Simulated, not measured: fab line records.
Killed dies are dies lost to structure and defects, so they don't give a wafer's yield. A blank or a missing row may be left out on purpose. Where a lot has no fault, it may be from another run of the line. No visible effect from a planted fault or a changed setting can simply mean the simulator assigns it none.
fab line records	flow n5Finfet
[record] lots = 4	wafers = 12	lastDay = 17
route steps=1938 shown BEOL_M1@820 BEOL_M2@841 BEOL_M4@1111 PASSIVATION@1936
lots with no fault: from the same line, run without faults
startH: hours from the record's first day to the start of the lot's first wafer shown	waitH: hours elapsed since this lot's preceding step	" as in the row above	L1.1+2: one row covering several wafers at once	- no value present, or no start provided	* or withheld: withheld	< > ~ a bound
route shown NAME@n: names a module that has steps shown in the file, with the first one's number in the route	usual: mean/standard deviation of fault-free wafers	same: alike in all rows	chamber/n: place in a boat	sites: per-site readings	_std_site: the standard deviation of these	_edge_site: mean of outer sites minus mean of inner sites	radiusMm: for every site, how far away it sits from the centre of the wafer	mask NAME#n: copy n	behind: tool/chamber where the wafer was last shaped	hold: cause of the lot's hold/its duration in hours/its outcome	device: transistor that didn't switch, given as n, p or np	end of line: tests run on the same wafers once the route is complete	for a step that has no rows: nothing shown but its recipe	killed: count of dies lost to structure and defects at first sort (not the wafer's yield)	map: a wafer's dies, marking killed ones x, the rest . and places with no die _
set.NAME: the setting the step ran with; set.NAME@STEP: the setting that earlier step ran with	model.NAME: the simulator's own value behind a step, which no gauge read
certain route steps with their lots: each step a table, each wafer a row
services: when a tool's chamber went out of use (startH, in hours from the record's first day, below 0 if earlier), for how many hours, and the reason
[[steps]]
[step N5_BEOL_M1_SPUTTER_86]
[recipe] material = Cu	targetThkA = 45	tempC = -20	chamberPressurePa = 0.07	powerW = withheld	timeS = 8.29
[step N5_BEOL_M1_ANNEAL_87]
[recipe] tempC = 400	timeS = 240	ambient = vacuum
[step N5_BEOL_M1_SPUTTER_88]
[recipe] material = Cu	targetThkA = 45	tempC = -20	chamberPressurePa = 0.07	powerW = withheld	timeS = 8.29
[step N5_BEOL_M1_ANNEAL_89]
[recipe] tempC = 400	timeS = 240	ambient = vacuum
[step N5_BEOL_M1_SPUTTER_90]
[recipe] material = Cu	targetThkA = 45	tempC = -20	chamberPressurePa = 0.07	powerW = withheld	timeS = 8.29
[step N5_BEOL_M1_ANNEAL_91]
[recipe] tempC = 400	timeS = 240	ambient = vacuum
[step N5_BEOL_M1_SPUTTER_92]
[recipe] material = Cu	targetThkA = 45	tempC = -20	chamberPressurePa = 0.07	powerW = withheld	timeS = 8.29
[step N5_BEOL_M1_ANNEAL_93]
[recipe] tempC = 400	timeS = 240	ambient = vacuum
[step N5_BEOL_M1_SPUTTER_94]
[recipe] material = Cu	targetThkA = 45	tempC = -20	chamberPressurePa = 0.07	powerW = withheld	timeS = 8.29
[step N5_BEOL_M1_ANNEAL_95]
[recipe] tempC = 400	timeS = 240	ambient = vacuum
[step N5_BEOL_M1_SPUTTER_96]
[recipe] material = Cu	targetThkA = 45	tempC = -20	chamberPressurePa = 0.07	powerW = withheld	timeS = 8.29
[step N5_BEOL_M1_ECD_50]
[recipe] material = Cu	targetThkA = 3000
[step N5_BEOL_M1_ANNEAL_51]
[recipe] tempC = 225	timeS = 90	ambient = N2
[usual] annealTempC = 225.01/0.16	annealTempCMax = 226.7/0.38	wafer_temp_C_max = 226.1/0.51
lot.wafer	tool	chamber	startH	waitH	annealTempC	annealTempCMax	wafer_temp_C_max
L782.1	rtpAnneal-02	0	160.95	0.1	225.06	226.6	226.6
L782.4	"	0	"	"	224.96	226.3	225.9
L782.5	"	0	"	"	225.04	226.6	226.6
L785.2	rtpAnneal-01	0	181.44	0.1	224.83	226.7	225.5
L785.5	"	0	"	"	224.81	226.7	225.1
L785.6	"	0	"	"	224.79	226.7	225.3
L799.1	rtpAnneal-02	-	264.27	0.1	-	-	-
L799.2	"	-	"	"	-	-	-
L799.3	"	-	"	"	-	-	-
L800.2	rtpAnneal-02	-	275.93	0.6	-	-	-
L800.3	"	-	"	"	-	-	-
L800.6	"	-	"	"	-	-	-
[step N5_BEOL_M1_CMP_52]
[recipe] stopOn = SiOC	tOverpolishS = 6.8	downForcePsi = 1	platenRpm = 50	clearingPlatenDownForcePsi = 1.5	clearingPlatenRpm = 50	postCmpClean = cuAlkaline	targetThkNm = 40	clearingPlatenPadVelocityMS = 0.99484	padVelocityMS = 0.99484
[usual] barrierFieldEndpointS = 24.7/0.89	motorCurrentA = 6.1/0.82	overpolishRunS = 6.800/0.0093	padLifeWafers = 942/620	slurryFlowMlMin = 150.0/0.4	timeToEndpointS = 62/4.9
lot.wafer	tool	chamber	startH	waitH	barrierFieldEndpointS	motorCurrentA	overpolishRunS	padLifeWafers	slurryFlowMlMin	timeToEndpointS
L782.4	cmp-01	2	161.25	0.1	23.3	5.3	6.798	1188	150.2	60
L782.1	"	1	"	"	24.8	7.2	6.812	1191	150.5	62
L782.5	"	3	"	"	24.9	6.9	6.813	-	150.0	62
L785.2	cmp-03	1	181.92	0.4	25.9	5.5	6.800	315	149.2	67
L785.6	"	2	"	"	26.1	6.1	6.806	-	149.7	61
L785.5	"	3	"	"	24.4	5.6	6.812	-	150.4	57
L799.1	cmp-03	3	264.84	0.5	29.0	5.6	6.799	966	149.8	82
L799.3	"	0	"	"	29.1	7.9	6.798	967	150.5	81
L799.2	"	2	"	"	28.9	5.8	6.802	969	150.1	81
L800.2	cmp-01	1	276.18	0.2	30.4	7.4	6.807	2028	149.5	81
L800.3	"	2	"	"	28.8	5.3	6.789	2029	150.0	81
L800.6	"	1	"	"	30.5	7.3	6.802	-	149.9	80
[step N5_BEOL_M1_PRE_CLEAN_60]
[recipe] gas = NH3/H2	timeS = 15	tempC = *	rfPowerW = 300
[step N5_BEOL_M1_CO_CAP_55]
[recipe] material = Co	targetThkA = 20	tempC = 200	precursor = CCTBA/H2	pressureTorr = 30	timeS = 102.1
[step N5_BEOL_M1_PRE_CLEAN_56]
[recipe] gas = NH3	timeS = 15	tempC = withheld	rfPowerW = 300
[step N5_BEOL_M1_DEP_57]
[recipe] material = SiCN	targetThkA = 80	tempC = withheld	precursor = 3MS/NH3	pressureTorr = 3	rfW = 202	timeS = 14
[step N5_BEOL_M1_RS_MEAS_58]
[recipe] thkMeasGauge = four-point-probe	reads = Co_of_BEOL_M1_CO_CAP_55+Cu_of_BEOL_M1_ECD_50+Co_of_BEOL_M1_CVD_47+TaN_of_BEOL_M1_ALD_84
[usual] M1_RS = 0.67/0.044
lot.wafer	tool	chamber	startH	waitH	M1_RS[ohm/sq]
L782.1	filmMetro-02	-	161.80	0.0	0.67
L782.4	"	-	"	"	0.67
L782.5	"	-	"	"	0.64
L785.2	filmMetro-01	-	182.36	0.1	0.61
L785.5	"	-	"	"	0.67
L785.6	"	-	"	"	0.61
L799.1	filmMetro-02	-	265.42	0.1	0.87
L799.2	"	-	"	"	0.89
L799.3	"	-	"	"	0.84
L800.2	filmMetro-01	-	276.78	0.1	0.81
L800.3	"	-	"	"	0.78
L800.6	"	-	"	"	0.81
[step N5_BEOL_M2_ILD_DEP_00]
[recipe] material = SiOC	targetThkA = 790	tempC = 350	precursor = DEMS/O2	pressureTorr = 5	rfW = 500	timeS = 15.3
[step N5_BEOL_M2_PECVD_72]
[recipe] material = SiO2	targetThkA = 160	tempC = 400	precursor = TEOS/O2	pressureTorr = 5.5	rfW = 450	teosFlowSccm = 53.8	gas = O2	flowSccm = 3000	timeS = 18
[step N5_BEOL_M2_HM_DEP_02]
[recipe] material = TiN	targetThkA = 200	tempC = 25	chamberPressurePa = 0.49996
[step N5_BEOL_M2_COAT_61]
[recipe] resist = SOC	tempC = 250	timeS = 60	spinRpm = 1500	resistThkNm = 60
[step N5_BEOL_M2_COAT_62]
[recipe] resist = SiARC	tempC = 220	timeS = 60	spinRpm = 1500	resistThkNm = 12
[step N5_BEOL_M2_COAT_73]
[recipe] resist = underlayer	tempC = 205	timeS = 60	spinRpm = 1500	resistThkNm = 5
[step N5_BEOL_M2_COAT_05]
[recipe] resist = CAR-EUV	spinRpm = 1500	resistThkNm = 30
[step N5_BEOL_M2_EBR_07]
[recipe] solvent = PGMEA	ebrWidthMm = 1.5
[step N5_BEOL_M2_SOFTBAKE_06]
[recipe] tempC = 110	timeS = 60	resist = CAR-EUV
[step N5_BEOL_M2_EXPOSE_08]
[recipe] maskId = M2	na = 0.33	sourceShape = dipole	sigmaInner = 0.369	sigmaOuter = 0.767	polarization = unpolarized	doseMj = 41.25
[step N5_BEOL_M2_PEB_09]
[recipe] pebTempC = 100	pebTimeS = 60	resist = CAR-EUV
[step N5_BEOL_M2_DEVELOP_10]
[recipe] developTimeS = 30	developer = TMAH	resist = CAR-EUV	rinseLiquid = surfactantRinse	dry = airSpin	devTempC = 23
[step N5_BEOL_M2_DESCUM_16]
[recipe] chemistry = O2	timeS = 7	sourcePowerW = 50	biasPowerW = 20	pressureMtorr = 20	rfFrequencyHz = 2.712e+07	tempC = 40	resist = CAR-EUV	o2FlowSccm = 225
[step N5_BEOL_M2_ETCH_74]
[recipe] chemistry = N2/H2	target = underlayer	targetDepthA = 65	maskMaterial = CAR-EUV	timeS = 5.2	ionEnergyEv = 200	pressureMtorr = 30	sourceW = 840	biasW = 150	n2FlowSccm = 200	h2FlowSccm = 200	ends = cleared
[step N5_BEOL_M2_ETCH_63]
[recipe] chemistry = CF4	target = SiARC	targetDepthA = 156	maskMaterial = CAR-EUV	timeS = 26	ionEnergyEv = 80	pressureMtorr = 40	sourceW = 545	biasW = 36	Ar_flow_sccm = 100	cf4FlowSccm = 100	ends = cleared
[step N5_BEOL_M2_ETCH_64]
[recipe] chemistry = N2/H2	target = SOC	targetDepthA = 750	overetchA = 225	maskMaterial = SiARC	tempC = 40	timeS = 121.9	ionEnergyEv = 200	pressureMtorr = 30	sourceW = 840	biasW = 150	n2FlowSccm = 200	h2FlowSccm = 200
[step N5_BEOL_M2_STRIP_65]
[recipe] chemistry = N2/H2	tempC = 40	n2FlowSccm = 200	h2FlowSccm = 200	rfFrequencyHz = 6e+07
[step N5_BEOL_M4_RC_MEAS_101]
[usual] COMB_M1 = 5.7e-11/1.3e-11	COMB_M1_max_site = 8.3e-11/2.2e-11	DIBL_N = 36.0/2	DIBL_P = 35.9/2.5	IOFF_N = 0.16/0.038	IOFF_P = 0.21/0.04	ION_N = 675/14	ION_P = 462/9.4	SS_N = 71.5/0.75	SS_P = 73.2/0.74	VT_N = 250/3.9	VT_P = -251/3.2
lot.wafer	tool	chamber	startH	waitH	COMB_M1[S/m]	COMB_M1_max_site[S/m]	DIBL_N[mV/V]	DIBL_P[mV/V]	IOFF_N[nA/um]	IOFF_P[nA/um]	ION_N[uA/um]	ION_P[uA/um]	SS_N[mV/dec]	SS_P[mV/dec]	VT_N[mV]	VT_P[mV]
L782.1	prober-02	0	192.57	0.0	4.7e-11	9.4e-11	34.2	34.8	0.14	0.20	679	469	70.7	72.8	251	-247
L782.4	"	0	"	"	4.4e-11	6e-11	37.9	40.0	0.20	0.28	694	474	72.3	73.2	246	-246
L782.5	"	0	"	"	7.3e-11	1.2e-10	33.7	34.0	0.12	0.18	664	463	70.7	72.5	254	-252
L785.2	prober-02	0	212.50	0.2	4.3e-11	5.8e-11	39.8	37.9	0.24	0.31	702	481	72.4	73.9	243	-243
L785.5	"	0	"	"	7.2e-11	1.08e-10	39.0	38.8	0.23	0.35	714	496	71.3	73.9	244	-241
L785.6	"	0	"	"	6.8e-11	9.5e-11	32.1	29.1	0.09	0.15	659	465	70.7	71.1	257	-249
L799.1	prober-01	0	300.77	0.0	8.1e-11	~0.0014286	32.7	31.4	0.10	0.14	658	453	71.3	71.8	255	-255
L799.2	"	0	"	"	6.5e-11	~0.0014286	33.0	31.8	0.11	0.14	659	458	70.3	71.8	255	-257
L799.3	"	0	"	"	1.2e-10	~0.0014286	37.0	37.5	0.14	0.20	673	463	71.5	73.6	252	-252
L800.2	prober-01	0	311.46	0.2	~0.0014286	~0.0014286	38.3	37.2	0.19	0.21	689	465	72.3	74.2	249	-253
L800.3	"	0	"	"	8.4e-11	~0.0014286	38.4	37.9	0.19	0.23	675	459	72.2	74.6	250	-250
L800.6	"	0	"	"	6.1e-11	9.6e-11	36.5	35.5	0.15	0.18	667	451	71.5	72.7	254	-251
// sites COMB_M1 radiusMm=0,75,75,75,75,140,140,140,140
L782.1 9.4e-11 4.6e-11 4.4e-11 5e-11 4.7e-11 5.9e-11 5.7e-11 4.5e-11 4.5e-11
L785.2 5.5e-11 2.7e-11 4.5e-11 4.6e-11 5.8e-11 3.8e-11 3.8e-11 4.3e-11 3.1e-11
[step N5_PASSIVATION_PROBE_49]
[usual] defectLimitedYield = 91.3/1.5	killed_at_M0_to_M3 = 33/12	killed_at_M4_up = 15/5.2	killedAtContacts = 12/5.1	killedAtFrontEnd = 39/11	killedAtOther = 5/3.6	killedDies = 103/18	killedOpen = 67/13	killedShort = 33/7.8	sort_bin_5_function = 5.1/0.96	sort_bin_6_memory = 3.2/0.71	sortNPass = 1077/18	sortYieldPct = 91.3/1.5
[same] grossDies = 1180	killedAtBackSide = 0	sort_bin_4_leakage[%] = 0	sort_bin_8_speed[%] = 0
lot.wafer	tool	chamber	startH	waitH	defectLimitedYield[%]	killed_at_M0_to_M3	killed_at_M4_up	killedAtContacts	killedAtFrontEnd	killedAtOther	killedDies	killedOpen	killedShort	sort_bin_5_function[%]	sort_bin_6_memory[%]	sortNPass	sortYieldPct[%]
L799.1	prober-01	-	400.87	0.0	43.1	592	12	13	51	3	671	72	40	5.8	3.3	509	43.1
L799.2	prober-01	-	400.92	0.1	48.9	531	12	14	40	6	603	71	28	5.1	3.1	577	48.9
L799.3	prober-01	-	400.97	0.1	46.4	578	4	11	37	2	632	54	28	4.2	2.5	548	46.4
L800.2	prober-02	-	415.98	0.1	47.8	548	13	17	31	7	616	63	30	4.3	3.4	564	47.8
L800.3	prober-02	-	416.03	0.1	43.5	595	15	19	33	5	667	73	25	4.7	3.0	513	43.5
L800.6	prober-02	-	416.18	0.3	90.9	31	12	23	35	6	107	72	27	4.7	3.3	1073	90.9
// killed by level:class
L799.1 BEOL_M1:areaCmp=555 STI_FIN_REVEAL:geometricParticle:open=12 FIN_SAQP:geometricParticle:short=11 BEOL_M3:geometricParticle:open=11 MOL_CONTACT_COAG:geometricParticle:open=9 STI_FIN_REVEAL:geometricParticle:short=6 BEOL_M0_SAQP:geometricParticle:open=6 FIN_SAQP:geometricParticle:open=5
L799.2 BEOL_M1:areaCmp=502 STI_FIN_REVEAL:geometricParticle:open=13 MOL_CONTACT_COAG:geometricParticle:open=11 BEOL_M0_SAQP:geometricParticle:open=10 FIN_SAQP:geometricParticle:open=7 FIN_SAQP:geometricParticle:short=6 BEOL_M3:geometricParticle:open=6 BEOL_M0_SAQP:geometricParticle:short=5
L799.3 BEOL_M1:areaCmp=547 STI_FIN_REVEAL:geometricParticle:open=12 MOL_CONTACT_COAG:geometricParticle:open=8 BEOL_M0_SAQP:geometricParticle:short=7 FIN_SAQP:geometricParticle:short=6 FIN_SAQP:geometricParticle:open=6 BEOL_M3:geometricParticle:open=5 BEOL_M2:geometricParticle:short=4
L800.2 BEOL_M1:areaCmp=522 MOL_CONTACT_COAG:geometricParticle:open=15 FIN_SAQP:geometricParticle:short=9 FIN_SAQP:geometricParticle:open=8 STARTING-WAFER:geometricParticle:short=5 BEOL_M0_SAQP:geometricParticle:open=5 BEOL_M3:geometricParticle:open=5 BEOL_M0_SAQP:geometricParticle:short=4
L800.3 BEOL_M1:areaCmp=568 MOL_CONTACT_COAG:geometricParticle:open=15 BEOL_M3:geometricParticle:open=14 FIN_SAQP:geometricParticle:open=9 STI_FIN_REVEAL:geometricParticle:open=7 BEOL_M0_SAQP:geometricParticle:open=7 BEOL_M4:geometricParticle:open=7 FIN_SAQP:geometricParticle:short=6
L800.6 MOL_CONTACT_COAG:geometricParticle:open=21 FIN_SAQP:geometricParticle:open=9 BEOL_M0_SAQP:geometricParticle:short=9 HKMG_FIN:areaEtch=8 BEOL_M2:geometricParticle:open=7 BEOL_M3:geometricParticle:open=6 BEOL_M0_SAQP:geometricParticle:open=5 STI_FIN_REVEAL:geometricParticle:open=3
// map L799.1 (x killed, . not)
_________________............________________
______________...........x....x._____________
___________........................__________
__________...x......................_________
________..x.x........x...x...x..x....x_______
_______..........xxxxxxxxxxxx....xx....______
______...x....xxxxxxxxxxxxxxxxxx......x._____
_____..x..x..xxxxxxxxxxxxxxxxxxxx.....x..____
____.x.....xxxxxxxxxxxxxxxxxxxxxxxx....x..___
___.......xxxxxxxxxxxxxxxxxxxxxxxxxx.......__
___..xx...xxxxxxxxxxxxxxxxxxxxxxxxxx.x.....__
__.......xxxxxxxxxxxxxxxxxxxxxxxxxxxx......._
__......xxxxxxxxxxxxxxxxxxxxxxxxxxxxxx......_
_.......xxxxxxxxxxxxxxxxxxxxxxxxxxxxxx.......
_.x.....xxxxxxxxxxxxxxxxxxxxxxxxxxxxxx.......
_...x.xxxxxxxxxxxxxxxxxxxxxxxxxxxxxxxx.......
_...x..xxxxxxxxxxxxxxxxxxxxxxxxxxxxxxxx......
_......xxxxxxxxxxxxxxxxxxxxxxxxxxxxxxxx.....x
_xx.....xxxxxxxxxxxxxxxxxxxxxxxxxxxxxx.......
_....x.xxxxxxxxxxxxxxxxxxxxxxxxxxxxxxx.......
_......xxxxxxxxxxxxxxxxxxxxxxxxxxxxxxx.......
__......xxxxxxxxxxxxxxxxxxxxxxxxxxxxxx.x.xx._
__.......xxxxxxxxxxxxxxxxxxxxxxxxxxxx......._
___.......xxxxxxxxxxxxxxxxxxxxxxxxxx...x.x.__
___.......xxxxxxxxxxxxxxxxxxxxxxxxxx.......__
____......xxxxxxxxxxxxxxxxxxxxxxxxx.....x.___
_____...x..x.xxxxxxxxxxxxxxxxxxxxx.x.x...____
______........xxxxxxxxxxxxxxxxxx........_____
_______x.x.......xxxxxxxxxxxx..........______
________.......x..xx...........x......_______
__________....xx.x.x...x....x.....x._________
___________........................__________
______________.................._____________
_________________x...........________________
// map L800.3 (x killed, . not)
_________________........x.x.________________
______________x.......x........._____________
___________........................__________
__________......x.....xx......xx...._________
________..x.x....x.............x.....x_______
_______....xx....xxxxxxxxxxxx.......x..______
______...x....xxxxxxxxxxxxxxxxxx........_____
_____........xxxxxxxxxxxxxxxxxxxx........____
____.......xxxxxxxxxxxxxxxxxxxxxxxx.......___
___.......xxxxxxxxxxxxxxxxxxxxxxxxxxx......__
___..x...xxxxxxxxxxxxxxxxxxxxxxxxxxxx......__
__.......xxxxxxxxxxxxxxxxxxxxxxxxxxxx......._
__.x....xxxxxxxxxxxxxxxxxxxxxxxxxxxxxx.....x_
_x......xxxxxxxxxxxxxxxxxxxxxxxxxxxxxx.......
_.......xxxxxxxxxxxxxxxxxxxxxxxxxxxxxx..x...x
_......xxxxxxxxxxxxxxxxxxxxxxxxxxxxxxxx......
_......xxxxxxxxxxxxxxxxxxxxxxxxxxxxxxxx......
_......xxxxxxxxxxxxxxxxxxxxxxxxxxxxxxxx......
_......xxxxxxxxxxxxxxxxxxxxxxxxxxxxxxxx......
_.......xxxxxxxxxxxxxxxxxxxxxxxxxxxxxx.......
_.......xxxxxxxxxxxxxxxxxxxxxxxxxxxxxx.......
__.xx...xxxxxxxxxxxxxxxxxxxxxxxxxxxxxx.x..x._
__.......xxxxxxxxxxxxxxxxxxxxxxxxxxxx......._
___......xxxxxxxxxxxxxxxxxxxxxxxxxxxx......__
___.......xxxxxxxxxxxxxxxxxxxxxxxxxx.......__
____.x.x...xxxxxxxxxxxxxxxxxxxxxxxx.......___
_____........xxxxxxxxxxxxxxxxxxxx........____
______....x...xxxxxxxxxxxxxxxxxx........_____
_______..........xxxxxxxxxxxx..x.x..x..______
________.............................x_______
__________....x......x.....x.x....x._________
___________............x...........__________
______________..xx.............._____________
_________________..xx......x.________________
[[services]]
tool	chamber	startH	hours	kind
cmp-03	-	139.32	4.0	pm
rtpAnneal-02	-	141.32	4.7	pm
cmp-03	-	143.32	-	consumableReplace:conditioner
cmp-03	-	143.32	-	consumableReplace:pad
cmp-01	-	170.88	0.9	repair
cmp-01	-	175.34	1.2	repair
cmp-01	-	181.64	5.3	repair
cmp-01	-	189.61	2.0	repair
cmp-03	-	192.54	2.2	repair
cmp-03	-	202.26	2.2	repair
cmp-03	-	220.39	0.8	repair
cmp-01	-	248.37	4.8	pm
rtpAnneal-01	-	275.01	1.8	pm
[[key]]
[firstSign] step = N5_BEOL_M1_ANNEAL_51	reading = toolRecord	direction = missing
[effect] step = N5_BEOL_M1_CMP_52	reading = barrierFieldEndpointS	direction = up	sigmas = 5.4	usual = 24.7	struck = 29.5
[effect] step = N5_BEOL_M1_RS_MEAS_58	reading = M1_RS	direction = up	sigmas = 3.7	usual = 0.67	struck = 0.83
[effect] step = N5_BEOL_M4_RC_MEAS_101	reading = COMB_M1	direction = up	sigmas = 99+	usual = 5.7e-11	struck = ~0.0002381	wafersMoved = 2
[effect] step = N5_BEOL_M4_RC_MEAS_101	reading = COMB_M1_max_site	direction = up	sigmas = 99+	usual = 8.3e-11	struck = ~0.0011905	wafersMoved = 5
[effect] step = N5_PASSIVATION_PROBE_49	reading = killed_at_M0_to_M3	direction = up	sigmas = 38	usual = 33	struck = 479	wafersMoved = 5
[moreKillsBornAt] N5_BEOL_M1_CMP_52@cmp-03 = 1604	N5_BEOL_M1_CMP_52@cmp-01 = 1090
metAt N5_BEOL_M1_ANNEAL_51
struckWafers L799.1,L799.2,L799.3,L800.2,L800.3,L800.6
onsetBetween 160.95 264.27
[fault] kind = skippedStepWhole	tool = rtpAnneal-02	chamber = -	onsetH = 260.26	steps = N5_BEOL_M1_ANNEAL_51	scope = struckLotsOnly
